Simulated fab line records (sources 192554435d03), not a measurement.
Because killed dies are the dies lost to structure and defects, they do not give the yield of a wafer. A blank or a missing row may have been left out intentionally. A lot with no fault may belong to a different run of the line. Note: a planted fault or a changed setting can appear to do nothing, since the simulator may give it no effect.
2 desks, one fault | flow n5 finfet | each desk has only its own numbers; what lay behind them comes last

METROLOGY DESK
Means of the sampled wafers that have a number, per lot and without regard to the tool the lot ran on: this is what the gauges read. A lot is out of limits, marked OUT, if its mean lies more than 4 standard deviations from the usual mean; the brackets give that distance. Only the readings that lie furthest out on some lot appear, 7 of the 11 it has.
Columns: A = DIBL_N at N5_BEOL_M4_RC_MEAS_101, usual 36.2 mV/V; B = DIBL_P at N5_BEOL_M4_RC_MEAS_101, usual 36.6 mV/V; C = IOFF_P at N5_BEOL_M4_RC_MEAS_101, usual 0.21 nA/um; D = ION_N at N5_BEOL_M4_RC_MEAS_101, usual 675 uA/um; E = ION_P at N5_BEOL_M4_RC_MEAS_101, usual 460 uA/um; F = SS_N at N5_BEOL_M4_RC_MEAS_101, usual 71.4 mV/dec; G = VT_P at N5_BEOL_M4_RC_MEAS_101, usual -252 mV
lot  | first seen here | A    | B    | C    | D   | E   | F    | G
L607 | day 5 20:56     | 37.8 | 36.8 | 0.20 | 674 | 456 | 71.1 | -252
L610 | day 6 11:53     | 36.6 | 37.2 | 0.21 | 672 | 458 | 71.9 | -252
L611 | day 6 15:29     | 36.5 | 36.3 | 0.19 | 674 | 460 | 71.7 | -253
L612 | day 6 20:49     | 35.9 | 36.1 | 0.19 | 675 | 462 | 71.1 | -250
L621 | day 9 11:56     | 36.9 | 39.3 | 0.22 | 676 | 464 | 71.7 | -252
L622 | day 9 16:04     | 34.2 | 35.6 | 0.16 | 670 | 447 | 71.1 | -259
L623 | day 9 21:31     | 36.4 | 37.1 | 0.21 | 671 | 457 | 71.6 | -251
L628 | day 11 01:56    | 37.2 | 36.5 | 0.24 | 689 | 471 | 71.4 | -247
L629 | day 11 12:17    | 37.3 | 37.6 | 0.23 | 685 | 467 | 71.6 | -249
L630 | day 11 12:37    | 36.6 | 35.8 | 0.21 | 677 | 465 | 70.7 | -250
This desk's finding: nothing out of limits on any of the 10 lots.

FOR THE TOOL OWNER'S DESK: litho track-03
The tool's own readings at N5_BEOL_M0_SAQP_COAT_87 (time 60 s, resist thk 5 nm): means of the sampled wafers that have a number, for each lot that ran on this tool. A lot is out of limits, marked OUT, if its mean lies more than 4 standard deviations from the usual mean; the brackets give that distance.
Columns: A = heater power total W at N5_BEOL_M0_SAQP_COAT_87, usual 391.6 W; B = plate temp C at N5_BEOL_M0_SAQP_COAT_87, usual 205.00 C
lot  | first seen here | A               | B
L607 | day 5 20:31     | 390.5           | 205.00
L610 | day 6 11:35     | 409.6 (+14) OUT | 212.96 (+53) OUT
L612 | day 6 20:31     | 410.2 (+14) OUT | 212.97 (+53) OUT
L622 | day 9 15:47     | 391.2           | 204.88
L629 | day 11 11:59    | 392.7           | 204.91
L630 | day 11 12:12    | 392.1           | 204.85
Finding of this desk: L610, L612 out of limits; the first was L610 at day 6 11:35, on heater power total W at N5_BEOL_M0_SAQP_COAT_87. In limits: L607, L622, L629, L630.

ALL TOGETHER
An alarm could have come from the tool owner's desk at day 6 11:35, on L610, L612.
The metrology desk saw nothing out of limits.
The metrology desk has L610, L612 on record, within its limits.
Of the lots named, all ran N5_BEOL_M0_SAQP_COAT_87 on litho track-03.

WHAT HAD BEEN PUT IN BY THE SIMULATOR
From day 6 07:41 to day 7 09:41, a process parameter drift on litho track-03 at N5_BEOL_M0_SAQP_COAT_87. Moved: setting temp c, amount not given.
Lots struck among those shown: L610, L612.
Time in hours from fault onset to the first out-of-limits reading at each desk: the tool owner's desk, 4.
